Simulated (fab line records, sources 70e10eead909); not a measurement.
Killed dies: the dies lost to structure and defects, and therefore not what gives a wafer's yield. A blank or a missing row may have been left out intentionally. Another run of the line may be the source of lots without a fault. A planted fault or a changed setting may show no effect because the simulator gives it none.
fab line records ; flow nand_harc
record: lots: 11; wafers: 33; last_day: 33
route steps=1302 shown P_GATE@205 P_CONTACT@231 END@1302
lots with no fault: from the same line, run without faults
start_h: the number of hours between the record's first day and the start of the first shown wafer of the lot ; wait_h: hours from the lot's prior step to this one ; " identical to the entry in the row above ; L1.1+2: a row that stands for several wafers ; - either no value or no given start ; * or withheld: withheld ; < > ~ a bound
route shown NAME@n: a module of which the file shows steps, and the number in the route of the first ; usual: mean and standard deviation over wafers with no fault ; same: alike in all rows ; chamber/n: place in a boat ; sites: per-site readings ; _std_site: standard deviation across them ; _edge_site: the outer-site mean with the inner-site mean subtracted ; radius_mm: for every site, how far away it sits from the centre of the wafer ; mask NAME#n: copy n ; behind: the last tool/chamber to shape the wafer ; hold: why the lot was held/for how many hours/how that ended ; device: the n, p or np transistor that did not switch ; end of line: at the end of the route, the tests of the same wafers ; a step without rows: its recipe alone ; killed: dies lost to structure and defects at the first sort, not the wafer's yield ; map: per-die view of a wafer (x killed, . not killed, _ where there is no die)
set.NAME: the setting the step ran with; set.NAME@STEP: the setting that earlier step ran with ; model.NAME: the simulator's own value behind a step, which no gauge read
one table for each step of the route and one row for each wafer, over a sample of lots
services: from which hour (start_h, from the record's first day; less than 0 if before it) a tool's chamber was out of use, for how many hours, and why
== steps ==
step: NHARC_P_GATE_STRIP_95
recipe: power_w: 1500; temp_c: 250; chemistry: O2
usual: drypump_motor_current_A: 5.53/0.2; heater_power_w: 339/40; temp_c: 250.00/0.17
lot.wafer;tool;chamber;start_h;wait_h;drypump_motor_current_A;heater_power_w;rf_hours_counter_h;temp_c
L795.1;plasma_asher-01;1;119.96;0.6;5.76;296;22;249.69
L795.6;plasma_asher-01;1;119.96;0.6;5.75;290;-;249.96
L795.5;plasma_asher-01;0;119.96;0.6;5.69;326;-;250.09
L796.1;plasma_asher-01;0;127.71;0.6;5.68;331;24;249.92
L796.4;plasma_asher-01;1;127.71;0.6;5.80;286;-;250.11
L796.5;plasma_asher-01;0;127.71;0.6;5.68;328;-;249.92
L797.4;plasma_asher-02;0;133.26;0.4;5.42;359;-;249.74
L797.3;plasma_asher-02;1;133.26;0.4;5.30;371;-;250.16
L797.6;plasma_asher-02;1;133.26;0.4;5.28;379;-;250.26
L798.4;plasma_asher-02;0;151.42;0.4;5.42;356;-;250.10
L798.6;plasma_asher-02;0;151.42;0.4;5.40;365;-;249.98
L798.5;plasma_asher-02;1;151.42;0.4;5.28;373;-;250.09
L799.1;plasma_asher-02;0;153.55;0.6;5.45;367;16;250.02
L799.3;plasma_asher-02;1;153.55;0.6;5.31;383;-;250.23
L799.6;plasma_asher-02;1;153.55;0.6;5.28;376;-;249.96
L800.3;plasma_asher-02;0;166.34;0.4;5.42;360;-;249.91
L800.4;plasma_asher-02;1;166.34;0.4;5.27;369;-;249.49
L800.5;plasma_asher-02;0;166.34;0.4;5.44;358;-;250.27
L806.3;plasma_asher-01;0;228.44;0.4;5.69;336;-;250.01
L806.6;plasma_asher-01;0;228.44;0.4;5.68;327;-;250.05
L806.5;plasma_asher-01;1;228.44;0.4;5.77;274;-;250.15
L810.2;plasma_asher-02;0;260.82;0.5;5.40;360;2;250.13
L810.3;plasma_asher-02;0;260.82;0.5;5.39;363;-;250.40
L810.5;plasma_asher-02;1;260.82;0.5;5.30;395;-;249.76
L816.3;plasma_asher-01;0;325.87;0.4;5.68;333;-;250.02
L816.5;plasma_asher-01;0;325.87;0.4;5.67;341;-;250.11
L816.6;plasma_asher-01;1;325.87;0.4;5.75;276;-;250.04
L817.1;plasma_asher-02;0;334.45;0.6;5.41;362;16;249.91
L817.2;plasma_asher-02;1;334.45;0.6;5.30;414;16;250.08
L817.5;plasma_asher-02;1;334.45;0.6;5.32;405;-;250.15
L818.4;plasma_asher-01;0;340.47;0.4;5.67;338;-;249.91
L818.3;plasma_asher-01;1;340.47;0.4;5.75;276;-;250.08
L818.5;plasma_asher-01;0;340.47;0.4;5.67;334;-;250.24
step: NHARC_P_GATE_RTA_80
recipe: temp_c: 300; time_s: 30
usual: wafer_temp_C_max: 301.3/0.3
lot.wafer;tool;chamber;start_h;wait_h;wafer_temp_C_max
L795.1;rtp_anneal-02;0;121.15;-;301.6
L795.5;rtp_anneal-02;0;121.15;-;301.5
L795.6;rtp_anneal-02;0;121.15;-;301.2
L796.1;rtp_anneal-02;0;128.88;-;301.1
L796.4;rtp_anneal-02;0;128.88;-;301.4
L796.5;rtp_anneal-02;0;128.88;-;301.4
L797.3;rtp_anneal-01;0;134.45;-;301.2
L797.4;rtp_anneal-01;0;134.45;-;301.8
L797.6;rtp_anneal-01;0;134.45;-;301.8
L798.4;rtp_anneal-02;0;152.65;-;301.5
L798.5;rtp_anneal-02;0;152.65;-;301.3
L798.6;rtp_anneal-02;0;152.65;-;301.3
L799.1;rtp_anneal-01;0;154.83;-;301.3
L799.3;rtp_anneal-01;0;154.83;-;301.2
L799.6;rtp_anneal-01;0;154.83;-;301.0
L800.3;rtp_anneal-01;0;167.59;-;301.7
L800.4;rtp_anneal-01;0;167.59;-;301.5
L800.5;rtp_anneal-01;0;167.59;-;301.0
L806.3;rtp_anneal-02;0;229.83;-;301.3
L806.5;rtp_anneal-02;0;229.83;-;301.0
L806.6;rtp_anneal-02;0;229.83;-;301.3
L810.2;rtp_anneal-01;0;262.01;-;301.5
L810.3;rtp_anneal-01;0;262.01;-;301.1
L810.5;rtp_anneal-01;0;262.01;-;301.5
L816.3;rtp_anneal-01;0;327.06;-;301.5
L816.5;rtp_anneal-01;0;327.06;-;301.9
L816.6;rtp_anneal-01;0;327.06;-;300.8
L817.1;rtp_anneal-02;0;335.62;-;301.2
L817.2;rtp_anneal-02;0;335.62;-;301.2
L817.5;rtp_anneal-02;0;335.62;-;301.1
L818.3;rtp_anneal-02;0;341.68;-;301.4
L818.4;rtp_anneal-02;0;341.68;-;301.8
L818.5;rtp_anneal-02;0;341.68;-;301.6
step: NHARC_P_CONTACT_DEVELOP_11
recipe: develop_time_s: 35; dev_temp_c: 23
lot.wafer;tool;chamber;start_h;wait_h
L795.1+5+6;litho_track-04;0;123;-
L796.1+4+5;litho_track-06;0;131;-
L797.3+4+6;litho_track-06;0;136;-
L798.4+5+6;litho_track-01;0;154;-
L799.1+3+6;litho_track-06;0;157;-
L800.3+4+5;litho_track-04;0;169;-
L806.3+5+6;litho_track-04;0;231;-
L810.2+3+5;litho_track-01;0;264;-
L816.3+5+6;litho_track-06;0;329;-
L817.1+2+5;litho_track-01;0;337;-
L818.3+4+5;litho_track-06;0;343;-
step: NHARC_P_CONTACT_CD_MEAS_12
recipe: target_cd_nm: 90; landing_energy_ev: 500
usual: cd_nm: 90.1/0.8
lot.wafer;tool;chamber;start_h;wait_h;cd_nm
L795.1;cd_sem-03;0;123.44;-;91.3
L795.5;cd_sem-03;0;123.44;-;91.4
L795.6;cd_sem-03;0;123.44;-;91.7
L796.1;cd_sem-01;0;131.14;-;89.5
L796.4;cd_sem-01;0;131.14;-;89.7
L796.5;cd_sem-01;0;131.14;-;88.8
L797.3;cd_sem-02;0;136.66;-;90.6
L797.4;cd_sem-02;0;136.66;-;89.5
L797.6;cd_sem-02;0;136.66;-;89.8
L798.4;cd_sem-01;0;154.85;-;90.0
L798.5;cd_sem-01;0;154.85;-;89.3
L798.6;cd_sem-01;0;154.85;-;90.4
L799.1;cd_sem-01;0;157.10;-;89.0
L799.3;cd_sem-01;0;157.10;-;89.7
L799.6;cd_sem-01;0;157.10;-;89.2
L800.3;cd_sem-03;0;169.80;-;91.2
L800.4;cd_sem-03;0;169.80;-;89.8
L800.5;cd_sem-03;0;169.80;-;90.7
L806.3;cd_sem-02;0;232.08;-;90.7
L806.5;cd_sem-02;0;232.08;-;91.1
L806.6;cd_sem-02;0;232.08;-;90.3
L810.2;cd_sem-03;0;264.25;-;87.5
L810.3;cd_sem-03;0;264.25;-;91.0
L810.5;cd_sem-03;0;264.25;-;90.7
L816.3;cd_sem-02;0;329.28;-;90.0
L816.5;cd_sem-02;0;329.28;-;89.5
L816.6;cd_sem-02;0;329.28;-;89.5
L817.1;cd_sem-03;0;337.75;-;89.6
L817.2;cd_sem-03;0;337.75;-;89.2
L817.5;cd_sem-03;0;337.75;-;91.0
L818.3;cd_sem-02;0;343.89;-;88.6
L818.4;cd_sem-02;0;343.89;-;89.9
L818.5;cd_sem-02;0;343.89;-;88.6
step: NHARC_P_CONTACT_ETCH_35
recipe: target_depth_a: 390; over_etch_frac: 0.3; time_s: 65; ion_energy_ev: 80; cf4_flow_sccm: 150; ar_flow_sccm: 0; rf_w: 300; bias_w: 100; chemistry: CF4
usual: cf4_flow_sccm: 150.0/0.44; chamber_pressure_mTorr: 50.00/0.046; drypump_motor_current_A: 5.74/0.29; oes_product_au: 1.000/0.013; rf_vpp_V: 151.5/1.1; showerhead_plenum_p_Torr: 1.79/0.061; throttle_valve_pct: 13.283/0.0095
lot.wafer;tool;chamber;start_h;wait_h;cf4_flow_sccm;chamber_pressure_mTorr;drypump_motor_current_A;oes_product_au;rf_hours_counter_h;rf_vpp_V;showerhead_plenum_p_Torr;throttle_valve_pct
L795.1;rie_diel-05;2;123.71;0.1;149.9;50.05;5.85;1.010;2.0;152.4;1.86;13.268
L795.5;rie_diel-05;1;123.71;0.1;149.6;50.02;5.75;1.001;-;152.0;1.83;13.280
L795.6;rie_diel-05;2;123.71;0.1;149.9;50.01;5.85;1.010;-;153.5;1.86;13.284
L796.4;rie_diel-07;0;131.42;0.1;150.2;49.99;5.51;0.971;0.1;151.5;1.77;13.290
L796.1;rie_diel-07;1;131.42;0.1;150.5;50.00;6.06;0.976;0.2;152.9;1.87;13.270
L796.5;rie_diel-07;3;131.42;0.1;149.7;49.93;5.93;0.997;-;152.0;1.79;13.293
L797.3;rie_diel-05;0;136.93;0.1;149.9;50.02;5.65;0.998;3.0;153.9;1.84;13.267
L797.4;rie_diel-05;2;136.93;0.1;150.6;50.01;5.88;1.001;3.2;152.9;1.86;13.285
L797.6;rie_diel-05;0;136.93;0.1;150.0;50.06;5.66;1.008;-;150.8;1.84;13.270
L798.4;rie_diel-05;3;155.11;0.1;149.6;49.99;5.35;0.998;4.7;150.0;1.75;13.287
L798.5;rie_diel-05;3;155.11;0.1;149.5;50.01;5.35;1.011;-;151.3;1.75;13.288
L798.6;rie_diel-05;0;155.11;0.1;149.7;50.01;5.65;0.995;-;152.9;1.84;13.287
L799.3;rie_diel-11;2;157.37;0.1;149.3;49.97;5.54;0.995;2.1;149.8;1.71;13.293
L799.1;rie_diel-11;0;157.37;0.1;150.2;50.03;6.20;1.008;1.9;152.9;1.77;13.272
L799.6;rie_diel-11;3;157.37;0.1;149.7;50.00;5.80;0.999;-;151.9;1.85;13.287
L800.4;rie_diel-07;3;170.08;0.1;150.4;49.88;5.93;1.003;1.0;152.8;1.79;13.282
L800.3;rie_diel-07;0;170.08;0.1;149.4;50.17;5.46;0.990;1.2;150.1;1.77;13.303
L800.5;rie_diel-07;2;170.08;0.1;149.5;49.90;6.12;1.013;-;150.1;1.84;13.275
L806.3;rie_diel-07;1;232.35;0.1;150.0;50.00;6.08;0.977;2.6;152.3;1.87;13.284
L806.6;rie_diel-07;0;232.35;0.1;150.1;50.00;5.46;0.993;-;151.2;1.77;13.288
L806.5;rie_diel-07;1;232.35;0.1;150.0;50.07;6.05;0.984;-;153.1;1.87;13.268
L810.2;rie_diel-07;3;264.52;0.1;150.3;50.07;5.93;1.010;3.5;153.0;1.79;13.293
L810.3;rie_diel-07;1;264.52;0.1;150.0;50.00;6.05;1.001;3.9;151.4;1.87;13.279
L810.5;rie_diel-07;0;264.52;0.1;150.0;49.99;5.48;1.005;-;152.3;1.77;13.291
L816.3;rie_diel-11;3;329.56;0.1;149.9;49.92;5.81;0.996;1.5;152.2;1.85;13.277
L816.6;rie_diel-11;0;329.56;0.1;149.1;50.00;6.18;1.005;-;150.1;1.77;13.270
L816.5;rie_diel-11;1;329.56;0.1;149.9;50.05;5.27;1.002;-;148.7;1.67;13.291
L817.2;rie_diel-07;0;338.03;0.1;149.1;50.02;5.52;0.990;0.7;151.3;1.77;13.277
L817.1;rie_diel-07;1;338.03;0.1;150.3;49.95;6.07;1.001;0.6;152.6;1.87;13.282
L817.5;rie_diel-07;0;338.03;0.1;149.7;49.99;5.52;0.994;-;150.8;1.77;13.276
L818.3;rie_diel-07;1;344.18;0.1;150.6;50.02;6.08;1.009;0.9;152.1;1.87;13.279
L818.5;rie_diel-07;0;344.18;0.1;149.8;50.03;5.52;1.001;-;151.7;1.77;13.287
L818.4;rie_diel-07;1;344.18;0.1;150.4;50.01;6.08;1.005;-;153.1;1.87;13.295
step: NHARC_END_SORT_01
recipe: temp_c: 25
usual: killed_at_array: 54/21; killed_at_other: 0.9/1.1; killed_at_periphery: 3.5/2.5; killed_dies: 58/21; killed_open: 3.3/1.9; killed_short: 2.6/1.8
same: gross_dies: 677
lot.wafer;tool;chamber;start_h;wait_h;killed_at_array;killed_at_other;killed_at_periphery;killed_dies;killed_open;killed_short
L810.2;prober-01;0;714.07;2.8;46;0;10;56;4;0
L810.3;prober-01;0;714.86;3.1;24;0;8;32;3;2
L810.5;prober-01;0;716.45;3.7;54;1;3;58;2;2
killed by level:class
L810.2 A_SLIT:chamber_film_flake=26 A_CHANNEL_HOLE_D2:chamber_film_flake=12 P_ZERO_WELL:chamber_film_flake=4 A_CHANNEL_HOLE_D1:chamber_film_flake=2 P_BONDPAD:chamber_film_flake=2 A_CHANNEL_FILL_D2:chamber_film_flake=2 A_CONTACT:chamber_film_flake=2 P_GATE:geometric_particle:open=1
L810.3 A_SLIT:chamber_film_flake=12 A_CHANNEL_HOLE_D1:chamber_film_flake=4 A_CHANNEL_HOLE_D2:chamber_film_flake=4 P_GATE:chamber_film_flake=3 P_BONDPAD:chamber_film_flake=3 P_CONTACT:geometric_particle:open=1 P_M0:geometric_particle:open=1 A_CHANNEL_FILL_D2:geometric_particle:short=1
L810.5 A_SLIT:chamber_film_flake=28 A_CHANNEL_HOLE_D2:chamber_film_flake=8 A_CHANNEL_HOLE_D1:chamber_film_flake=7 A_STAIRCASE:chamber_film_flake=4 P_BONDPAD:chamber_film_flake=2 A_CHANNEL_FILL_D1:geometric_particle:open=1 A_CHANNEL_FILL_D1:geometric_particle:short=1 A_CHANNEL_FILL_D2:geometric_particle:open=1
== services ==
tool;chamber;start_h;hours;kind
rie_diel-07;0;96.20;-;clean
rie_diel-07;1;96.20;-;clean
rie_diel-07;2;96.20;-;clean
rie_diel-05;1;97.61;14.6;repair
plasma_asher-02;-;105.57;1.1;repair
rie_diel-07;-;117.20;9.0;pm
rie_diel-11;0;123.89;9.6;repair
rie_diel-11;3;137.91;13.1;repair
litho_track-01;-;155.00;7.0;pm
rie_diel-07;2;161.82;7.6;repair
plasma_asher-01;-;172.60;9.0;pm
rie_diel-07;3;177.97;5.0;repair
litho_track-06;-;179.00;7.0;pm
litho_track-04;-;203.00;7.0;pm
rie_diel-05;-;229.60;9.0;pm
rie_diel-11;1;232.52;8.7;repair
rie_diel-05;0;243.66;16.9;repair
rie_diel-07;2;245.21;9.8;repair
plasma_asher-02;-;249.00;9.0;pm
rie_diel-11;-;255.52;9.0;pm
rie_diel-07;-;294.20;9.0;pm
litho_track-01;-;330.00;7.0;pm
rie_diel-05;-;334.32;0.8;repair
rie_diel-07;3;342.91;16.7;repair
== key ==
first_sign: step: NHARC_P_CONTACT_CD_MEAS_12; reading: cd_nm; direction: down; sigmas: 3.2; usual: 90.1; struck: 87.5
effect none on later readings
met_at NHARC_P_CONTACT_DEVELOP_11
struck_lots L810
struck_wafers L810.2
tester_left_out L810
not_acting_at NHARC_P_GATE_STRIP_95,NHARC_P_GATE_RTA_80,NHARC_P_CONTACT_ETCH_35
onset_between 154 264
fault: kind: process_parameter_drift; tool: litho_track-01; chamber: -; onset_h: 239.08; steps: NHARC_P_CONTACT_DEVELOP_11; channel: develop_time_s; offset: *; shape: step; end_h: 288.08; scope: struck_wafers_only; acts_in: *; stated: *
tester_left_out: of these lots the tester's yield and bins aren't shown, on N5 and GAA mostly nor the transistor test; their killed dies are dies lost to structure and defects alone, not to doping, threshold or leakage, so they don't give the yield
